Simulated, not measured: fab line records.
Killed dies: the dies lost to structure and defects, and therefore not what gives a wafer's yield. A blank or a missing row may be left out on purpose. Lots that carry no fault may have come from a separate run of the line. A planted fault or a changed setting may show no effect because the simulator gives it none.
fab line records -- flow n5Finfet
[record] lots = 9, wafers = 27, lastDay = 18
route steps=1938 shown DUMMY_GATE@214 BEOL_M4@1111 PASSIVATION@1936
lots that met no fault: from a run of the same line without faults
startH: start of the lot's first displayed wafer, in hours after the record's first day -- waitH: hours since the lot's step before -- " same as the row above -- L1.1+2: one row covering several wafers at once -- - no value, or no start was given -- * or withheld: withheld -- < > ~ a bound
route shown NAME@n: names a module that has steps shown in the file, with the first one's number in the route -- usual: mean/standard deviation of fault-free wafers -- same: alike in all rows -- chamber/n: place in a boat -- sites: each site's reading -- _std_site: how widely they spread, as a standard deviation -- _edge_site: inner sites' mean taken away from outer sites' mean -- radiusMm: how far each site lies from the wafer's centre -- mask NAME#n: copy n -- behind: tool/chamber where the wafer was last shaped -- hold: reason for holding the lot/hours on hold/outcome of the hold -- device: the n, p or np transistor that did not switch -- end of line: at the end of the route, the tests of the same wafers -- for a step that has no rows: nothing shown but its recipe -- killed: count of dies lost to structure and defects at first sort (not the wafer's yield) -- map: per-die view of a wafer (x killed, . not killed, _ where there is no die)
set.NAME: setting as actually run; set.NAME@STEP: the setting as run at that earlier step -- model.NAME: the simulator's own value behind a step, which no gauge read
one table for each step of the route and one row for each wafer, over a sample of lots
services: a tool's chamber out of use, with start hour (startH, from the record's first day; less than 0 if before it), hours out, and reason
[[steps]]
[step N5_DUMMY_GATE_ALD_02]
[recipe] material = SiO2, targetThkA = 20, tempC = 300, aldPrecursorFamily = BDEAS, aldCoReactant = O2-plasma, pulseTimeS = 1, pressureTorr = 2
[usual] heaterPowerW = 463/39, precursorPulseHeightRel = 1.002/0.018
lot.wafer,tool,chamber,startH,waitH,heaterPowerW,precursorPulseHeightRel
L502.3,aldSin-04,2,54.87,0.5,509,1.007
L502.4,aldSin-04,3,54.87,0.5,485,0.985
L502.6,aldSin-04,3,54.87,0.5,487,1.018
L505.1,aldSin-01,3,72.32,0.0,413,1.024
L505.3,aldSin-01,2,72.32,0.0,464,1.003
L505.4,aldSin-01,1,72.32,0.0,426,0.999
L506.1,aldSin-01,2,80.87,0.7,461,1.000
L506.2,aldSin-01,3,80.87,0.7,407,0.999
L506.6,aldSin-01,0,80.87,0.7,512,1.011
L507.2,aldSin-04,1,84.72,0.1,471,0.984
L507.4,aldSin-04,2,84.72,0.1,493,1.006
L507.5,aldSin-04,2,84.72,0.1,497,1.025
L516.1,aldSin-04,0,139.72,0.0,399,1.014
L516.4,aldSin-04,1,139.72,0.0,460,0.992
L516.5,aldSin-04,1,139.72,0.0,464,0.978
L518.3,aldSin-04,0,152.84,0.1,395,1.008
L518.5,aldSin-04,1,152.84,0.1,469,0.998
L518.6,aldSin-04,0,152.84,0.1,411,0.994
L520.2,aldSin-02,0,165.55,1.4,483,1.008
L520.4,aldSin-02,3,165.55,1.4,488,1.007
L520.6,aldSin-02,2,165.55,1.4,513,0.986
L521.1,aldSin-01,2,169.01,0.0,474,0.995
L521.2,aldSin-01,1,169.01,0.0,403,1.017
L521.4,aldSin-01,3,169.01,0.0,396,0.978
L522.2,aldSin-01,2,175.31,0.0,466,1.011
L522.4,aldSin-01,3,175.31,0.0,402,1.026
L522.5,aldSin-01,3,175.31,0.0,399,1.027
[step N5_DUMMY_GATE_THK_MEAS_05]
[usual] thkNm = 72.1/0.94
lot.wafer,tool,chamber,startH,waitH,thkNm
L502.3,filmMetro-02,-,58.97,0.1,71.5
L502.4,filmMetro-02,-,58.97,0.1,74.1
L502.6,filmMetro-02,-,58.97,0.1,73.1
L505.1,filmMetro-01,-,76.43,0.2,71.5
L505.3,filmMetro-01,-,76.43,0.2,73.1
L505.4,filmMetro-01,-,76.43,0.2,73.2
L506.1,filmMetro-02,-,84.97,0.2,73.6
L506.2,filmMetro-02,-,84.97,0.2,70.9
L506.6,filmMetro-02,-,84.97,0.2,71.8
L507.2,filmMetro-02,-,90.71,0.2,73.5
L507.4,filmMetro-02,-,90.71,0.2,72.3
L507.5,filmMetro-02,-,90.71,0.2,73.2
L516.1,filmMetro-01,-,143.82,0.2,73.3
L516.4,filmMetro-01,-,143.82,0.2,72.0
L516.5,filmMetro-01,-,143.82,0.2,74.2
L518.3,filmMetro-01,-,156.94,0.2,71.8
L518.5,filmMetro-01,-,156.94,0.2,71.6
L518.6,filmMetro-01,-,156.94,0.2,71.7
L520.2,filmMetro-01,-,169.64,0.1,70.9
L520.4,filmMetro-01,-,169.64,0.1,71.5
L520.6,filmMetro-01,-,169.64,0.1,72.5
L521.1,filmMetro-01,-,173.29,0.1,71.8
L521.2,filmMetro-01,-,173.29,0.1,70.7
L521.4,filmMetro-01,-,173.29,0.1,71.4
L522.2,filmMetro-02,-,184.75,0.2,70.8
L522.4,filmMetro-02,-,184.75,0.2,72.1
L522.5,filmMetro-02,-,184.75,0.2,71.8
[step N5_DUMMY_GATE_STRIP_40]
[recipe] chemistry = CF4, resist = SiARC, powerW = 300, biasPowerW = 75, pressureMtorr = 50, cf4FlowSccm = 150, rfFrequencyHz = 6e+07
[usual] biasPowerW = 75.03/0.23, cf4FlowSccm = 150.0/0.45, drypumpMotorCurrentA = 5.9/0.34, oesProductAu = 0.77/0.075, rfVppV = 271.6/1.2, showerheadPlenumPTorr = 1.818/0.027, throttleValvePct = 13.58/0.23
lot.wafer,tool,chamber,startH,waitH,biasPowerW,cf4FlowSccm,drypumpMotorCurrentA,oesProductAu,rfHoursCounterH,rfVppV,showerheadPlenumPTorr,throttleValvePct
L502.3,rieDiel-01,2,63.99,0.1,74.90,150.8,5.5,0.70,175,271.9,1.867,13.89
L502.4,rieDiel-01,0,63.99,0.1,75.16,149.9,6.3,0.69,216,270.8,1.851,13.57
L502.6,rieDiel-01,1,63.99,0.1,74.98,148.9,5.9,0.71,-,271.3,1.785,13.64
L505.1,rieDiel-01,2,83.64,0.2,-,-,-,-,-,-,-,-
L505.3,rieDiel-01,0,83.64,0.2,-,-,-,-,-,-,-,-
L505.4,rieDiel-01,1,83.64,0.2,-,-,-,-,-,-,-,-
L506.1,rieDiel-05,0,89.84,0.1,-,-,-,-,-,-,-,-
L506.2,rieDiel-05,1,89.84,0.1,-,-,-,-,-,-,-,-
L506.6,rieDiel-05,1,89.84,0.1,-,-,-,-,-,-,-,-
L507.2,rieDiel-02,1,95.46,0.1,-,-,-,-,-,-,-,-
L507.4,rieDiel-02,0,95.46,0.1,-,-,-,-,-,-,-,-
L507.5,rieDiel-02,3,95.46,0.1,-,-,-,-,-,-,-,-
L516.1,rieDiel-05,3,148.74,0.2,74.91,150.1,6.0,0.70,212,271.2,1.837,13.58
L516.4,rieDiel-05,1,148.74,0.2,75.17,149.9,5.9,0.88,30,273.5,1.829,13.20
L516.5,rieDiel-05,2,148.74,0.2,75.09,149.6,5.5,0.82,-,271.8,1.814,13.39
L518.3,rieDiel-05,0,161.70,0.1,75.01,149.9,6.1,0.87,37,271.7,1.827,13.59
L518.5,rieDiel-05,1,161.70,0.1,74.88,149.8,5.9,0.88,-,270.9,1.828,13.20
L518.6,rieDiel-05,0,161.70,0.1,75.31,150.0,6.1,0.87,-,271.0,1.827,13.58
L520.2,rieDiel-02,2,177.69,0.1,75.17,149.5,6.3,0.94,5,273.9,1.832,13.49
L520.4,rieDiel-02,1,177.69,0.1,75.26,149.9,6.4,0.73,173,271.9,1.793,13.85
L520.6,rieDiel-02,3,177.69,0.1,75.39,149.6,5.6,0.74,-,269.7,1.802,13.42
L521.1,rieDiel-01,1,181.62,0.1,75.35,150.3,5.9,0.68,230,269.7,1.775,13.75
L521.2,rieDiel-01,0,181.62,0.1,75.10,150.7,6.3,0.67,249,271.2,1.842,13.63
L521.4,rieDiel-01,2,181.62,0.1,74.85,150.3,5.5,0.68,211,272.7,1.857,13.96
L522.2,rieDiel-02,3,189.62,0.1,74.80,150.1,5.6,0.73,151,270.6,1.802,13.45
L522.4,rieDiel-02,0,189.62,0.1,75.02,150.1,5.4,0.79,82,272.2,1.815,13.48
L522.5,rieDiel-02,1,189.62,0.1,74.79,149.9,6.3,0.72,-,270.2,1.793,13.87
[step N5_DUMMY_GATE_ETCH_31]
[recipe] chemistry = C4F6/O2, target = SiO2, maskMaterial = SOC, targetDepthA = 825, timeS = 27.5, ionEnergyEv = 250, pressureMtorr = 30, sourceW = 345, biasW = 185, Ar_flow_sccm = 300, C4F6_flow_sccm = 10, O2_flow_sccm = 10
[usual] drypumpMotorCurrentA = 5.9/0.34, oesProductAu = 0.80/0.092, rfVppV = 667/5.1, showerheadPlenumPTorr = 2.89/0.043, throttleValvePct = 21.14/0.22
lot.wafer,tool,chamber,startH,waitH,drypumpMotorCurrentA,oesProductAu,rfHoursCounterH,rfVppV,showerheadPlenumPTorr,throttleValvePct
L502.3,rieDiel-05,2,64.08,0.0,5.5,0.87,31,675,2.89,21.00
L502.4,rieDiel-05,1,64.08,0.0,5.9,0.96,6,665,2.91,20.79
L502.6,rieDiel-05,3,64.08,0.0,6.0,0.72,-,670,2.95,21.12
L505.1,rieDiel-01,0,83.83,0.1,6.3,0.69,221,671,2.93,20.97
L505.3,rieDiel-01,1,83.83,0.1,5.9,0.70,200,660,2.83,21.12
L505.4,rieDiel-01,2,83.83,0.1,5.5,0.72,181,678,2.94,21.38
L506.1,rieDiel-02,1,90.15,0.3,6.4,0.76,143,668,2.85,21.37
L506.2,rieDiel-02,3,90.15,0.3,5.7,0.77,118,668,2.86,20.89
L506.6,rieDiel-02,2,90.15,0.3,6.3,0.69,-,667,2.92,21.54
L507.2,rieDiel-02,0,95.56,0.0,5.4,0.84,51,661,2.89,21.09
L507.4,rieDiel-02,3,95.56,0.0,5.7,0.76,120,667,2.86,20.88
L507.5,rieDiel-02,0,95.56,0.0,5.4,0.84,-,660,2.89,21.10
L516.1,rieDiel-01,2,148.84,0.0,5.5,0.70,201,679,2.93,21.41
L516.4,rieDiel-01,0,148.84,0.0,6.3,0.67,-,672,2.92,21.00
L516.5,rieDiel-01,1,148.84,0.0,5.9,0.69,-,658,2.82,21.16
L518.3,rieDiel-05,0,161.79,0.0,6.1,0.89,37,662,2.90,21.28
L518.5,rieDiel-05,1,161.79,0.0,5.9,0.89,-,665,2.90,20.82
L518.6,rieDiel-05,2,161.79,0.0,5.5,0.84,-,676,2.88,21.05
L520.2,rieDiel-02,2,177.79,0.0,6.3,0.97,5,667,2.91,21.22
L520.4,rieDiel-02,1,177.79,0.0,6.4,0.74,173,667,2.83,21.41
L520.6,rieDiel-02,2,177.79,0.0,6.3,0.98,-,665,2.91,21.22
L521.1,rieDiel-02,3,181.76,0.1,5.6,0.74,149,666,2.85,20.95
L521.2,rieDiel-02,2,181.76,0.1,6.3,0.96,7,666,2.91,21.24
L521.4,rieDiel-02,1,181.76,0.1,6.4,0.74,175,668,2.83,21.39
L522.2,rieDiel-05,2,189.72,0.0,5.5,0.82,65,674,2.88,21.05
L522.4,rieDiel-05,1,189.72,0.0,5.9,0.87,40,665,2.90,20.81
L522.5,rieDiel-05,3,189.72,0.0,6.0,0.69,-,668,2.93,21.16
[step N5_BEOL_M4_RC_MEAS_101]
[usual] DIBL_N = 36.4/1.4, DIBL_P = 36.3/1.8, IOFF_N = 0.163/0.024, IOFF_P = 0.21/0.034, ION_N = 673/11, ION_P = 461/7.4, SS_N = 71.6/0.52, SS_P = 73.3/0.58, VT_N = 249.4/2.5, VT_P = -250/3.5
lot.wafer,tool,chamber,startH,waitH,DIBL_N[mV/V],DIBL_P[mV/V],IOFF_N[nA/um],IOFF_P[nA/um],ION_N[uA/um],ION_P[uA/um],SS_N[mV/dec],SS_P[mV/dec],VT_N[mV],VT_P[mV]
L502.3,prober-02,0,186.20,0.3,36.8,37.2,0.173,0.19,674,449,71.8,73.8,246.7,-254
L502.4,prober-02,0,186.20,0.3,36.2,36.3,0.167,0.19,685,455,71.4,72.5,246.7,-254
L502.6,prober-02,0,186.20,0.3,35.0,35.3,0.147,0.17,668,453,71.9,72.8,251.3,-254
L505.1,prober-01,0,199.09,0.0,37.5,36.9,0.177,0.25,684,470,72.3,73.5,250.3,-245
L505.3,prober-01,0,199.09,0.0,35.5,34.4,0.136,0.20,668,464,71.2,72.7,249.4,-249
L505.4,prober-01,0,199.09,0.0,38.3,37.3,0.186,0.27,677,467,71.6,73.2,249.5,-244
L506.1,prober-01,0,209.37,0.0,34.1,35.5,0.139,0.18,652,448,71.5,73.3,253.9,-253
L506.2,prober-01,0,209.37,0.0,35.7,37.6,0.168,0.22,668,455,71.9,73.5,249.8,-252
L506.6,prober-01,0,209.37,0.0,34.1,35.9,0.138,0.19,656,455,71.8,73.8,253.2,-254
L507.2,prober-02,0,212.44,0.2,36.0,36.8,0.169,0.23,665,461,72.1,73.5,248.2,-247
L507.4,prober-02,0,212.44,0.2,35.0,35.7,0.145,0.21,666,457,71.0,73.2,248.0,-249
L507.5,prober-02,0,212.44,0.2,36.5,37.7,0.174,0.26,680,475,71.9,73.9,247.9,-244
L516.1,prober-01,0,266.60,0.0,36.4,37.2,0.175,0.22,676,461,71.5,73.4,248.3,-248
L516.4,prober-01,0,266.60,0.0,34.9,35.6,0.147,0.19,683,465,70.5,72.6,248.1,-251
L516.5,prober-01,0,266.60,0.0,35.2,36.2,0.153,0.19,682,468,70.8,72.1,249.0,-251
L518.3,prober-02,0,283.50,0.3,37.2,37.3,0.153,0.21,674,457,72.6,73.9,250.4,-250
L518.5,prober-02,0,283.50,0.3,36.8,36.7,0.150,0.20,665,459,71.8,73.5,252.3,-251
L518.6,prober-02,0,283.50,0.3,36.7,37.1,0.156,0.21,679,463,71.8,73.9,251.0,-253
L521.1,prober-02,0,300.13,0.0,35.3,31.4,0.130,0.15,674,453,71.3,72.9,250.6,-258
L521.2,prober-02,0,300.13,0.0,34.5,30.9,0.117,0.14,669,450,70.8,72.6,251.5,-257
L521.4,prober-02,0,300.13,0.0,35.9,32.4,0.137,0.16,660,446,70.6,72.0,250.8,-255
L520.2,prober-02,0,303.23,0.2,35.1,34.8,0.137,0.19,665,460,70.9,73.0,250.8,-250
L520.4,prober-02,0,303.23,0.2,36.0,35.2,0.146,0.20,666,455,71.1,72.9,251.1,-250
L520.6,prober-02,0,303.23,0.2,35.1,35.0,0.142,0.20,662,456,70.9,72.6,248.0,-248
L522.2,prober-01,0,306.09,0.2,37.4,35.5,0.158,0.23,674,466,71.0,73.2,249.3,-247
L522.4,prober-01,0,306.09,0.2,40.3,38.7,0.217,0.30,691,465,72.4,73.9,245.3,-242
L522.5,prober-01,0,306.09,0.2,36.6,33.9,0.146,0.22,656,458,71.6,72.1,254.2,-247
[step N5_PASSIVATION_PROBE_49]
[usual] defectLimitedYield = 91.4/1.6, killed_at_M0_to_M3 = 34/12, killed_at_M4_up = 13/5.2, killedAtContacts = 11/5.5, killedAtFrontEnd = 40/13, killedAtOther = 3.4/2.7, killedDies = 102/19, killedOpen = 66/15, killedShort = 33/7.9, sort_bin_5_function = 5.1/1.1, sort_bin_6_memory = 3.2/0.7, sortNPass = 1078/19, sortYieldPct = 91.4/1.6
[same] grossDies = 1180, killedAtBackSide = 0, sort_bin_4_leakage[%] = 0, sort_bin_8_speed[%] = 0
lot.wafer,tool,chamber,startH,waitH,defectLimitedYield[%],killed_at_M0_to_M3,killed_at_M4_up,killedAtContacts,killedAtFrontEnd,killedAtOther,killedDies,killedOpen,killedShort,sort_bin_5_function[%],sort_bin_6_memory[%],sortNPass,sortYieldPct[%]
L505.4,prober-01,-,310.93,0.2,88.7,46,19,7,61,0,133,83,50,6.7,4.0,1047,88.7
L507.2,prober-02,-,311.26,0.1,91.4,27,28,7,35,4,101,66,27,5.0,2.9,1079,91.4
L507.4,prober-02,-,311.36,0.2,90.2,51,14,10,32,9,116,70,43,4.8,4.7,1064,90.2
L507.5,prober-02,-,311.41,0.2,92.2,23,19,13,32,5,92,59,28,4.7,3.0,1088,92.2
L506.2,prober-01,-,319.99,0.1,90.4,43,17,9,42,2,113,77,36,5.5,3.8,1067,90.4
L506.6,prober-01,-,320.19,0.3,91.9,40,9,10,36,1,96,59,34,5.1,2.8,1084,91.9
// killed by level:class
L505.4 STI_FIN_REVEAL:geometricParticle:open=21 BEOL_M2:geometricParticle:open=13 BEOL_M0_SAQP:geometricParticle:open=10 BEOL_M4:geometricParticle:open=10 FIN_SAQP:geometricParticle:short=8 BEOL_M0_SAQP:geometricParticle:short=7 FIN_SAQP:geometricParticle:open=6 BEOL_M0:geometricParticle:short=6
L507.2 BEOL_M4:geometricParticle:open=10 BEOL_M0_SAQP:geometricParticle:open=9 FIN_SAQP:geometricParticle:open=7 DUMMY_GATE:geometricParticle:open=6 MOL_CONTACT_COAG:geometricParticle:open=6 BEOL_M5:geometricParticle:open=6 BEOL_M0_SAQP:geometricParticle:short=5 BEOL_M0:geometricParticle:open=5
L507.4 BEOL_M0_SAQP:geometricParticle:short=24 BEOL_M0_SAQP:geometricParticle:open=18 MOL_CONTACT_COAG:geometricParticle:open=10 DUMMY_GATE:geometricParticle:open=9 BEOL_M4:geometricParticle:open=7 STI_FIN_REVEAL:geometricParticle:open=5 FIN_SAQP:geometricParticle:open=4 GATE_CUT:geometricParticle:short=3
L507.5 MOL_CONTACT_COAG:geometricParticle:open=10 BEOL_M0_SAQP:geometricParticle:open=8 STI_FIN_REVEAL:geometricParticle:open=7 BEOL_M0_SAQP:geometricParticle:short=7 DUMMY_GATE:geometricParticle:open=6 BEOL_M4:geometricParticle:open=6 STARTING-WAFER:geometricParticle:short=6 MOL_CONTACT_COAG:geometricParticle:short=3
L506.2 STI_FIN_REVEAL:geometricParticle:open=11 GATE_CUT:geometricParticle:short=10 MOL_CONTACT_COAG:geometricParticle:open=9 BEOL_M1:geometricParticle:open=9 BEOL_M0_SAQP:geometricParticle:open=8 BEOL_M2:geometricParticle:open=7 BEOL_M0_SAQP:geometricParticle:short=6 DUMMY_GATE:geometricParticle:open=5
L506.6 BEOL_M1:geometricParticle:open=11 STI_FIN_REVEAL:geometricParticle:open=10 BEOL_M0_SAQP:geometricParticle:short=10 MOL_CONTACT_COAG:geometricParticle:open=9 BEOL_M0_SAQP:geometricParticle:open=8 GATE_CUT:geometricParticle:short=5 FIN_SAQP:geometricParticle:open=4 DUMMY_GATE:geometricParticle:open=4
[[services]]
tool,chamber,startH,hours,kind
aldSin-01,2,32.63,13.3,repair
rieDiel-02,0,49.56,4.1,repair
rieDiel-05,0,72.95,3.1,repair
rieDiel-01,-,73.88,0.1,repair
aldSin-04,0,85.29,1.9,repair
aldSin-01,-,86.18,14.0,pm
aldSin-01,0,86.18,14.0,ventCycle
aldSin-01,1,86.18,14.0,ventCycle
aldSin-01,2,86.18,14.0,ventCycle
aldSin-01,3,86.18,14.0,ventCycle
rieDiel-05,3,94.96,1.2,repair
aldSin-01,0,100.18,-,clean
aldSin-01,1,100.18,-,clean
aldSin-01,2,100.18,-,clean
aldSin-01,3,100.18,-,clean
aldSin-02,0,120.69,7.7,repair
rieDiel-02,2,138.40,-,clean
rieDiel-02,2,138.40,-,consumableReplace:focusRing
rieDiel-02,2,138.40,25.0,scheduledDown
rieDiel-02,2,138.40,25.0,ventCycle
rieDiel-01,3,147.65,1.5,repair
aldSin-01,0,159.33,3.7,repair
aldSin-04,-,176.80,14.0,pm
aldSin-04,0,176.80,14.0,ventCycle
[[key]]
[firstSign] step = N5_DUMMY_GATE_STRIP_40, reading = toolRecord, direction = missing
effect none on later readings
metAt N5_DUMMY_GATE_STRIP_40
struckLots L505,L506,L507
notActingAt N5_DUMMY_GATE_ALD_02,N5_DUMMY_GATE_THK_MEAS_05,N5_DUMMY_GATE_ETCH_31
onsetBetween 63.99 83.64
[fault] kind = skippedStepWhole, tool = rieDiel-01,rieDiel-02,rieDiel-05, chamber = -, onsetH = 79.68, steps = N5_DUMMY_GATE_STRIP_40, scope = struckLotsOnly
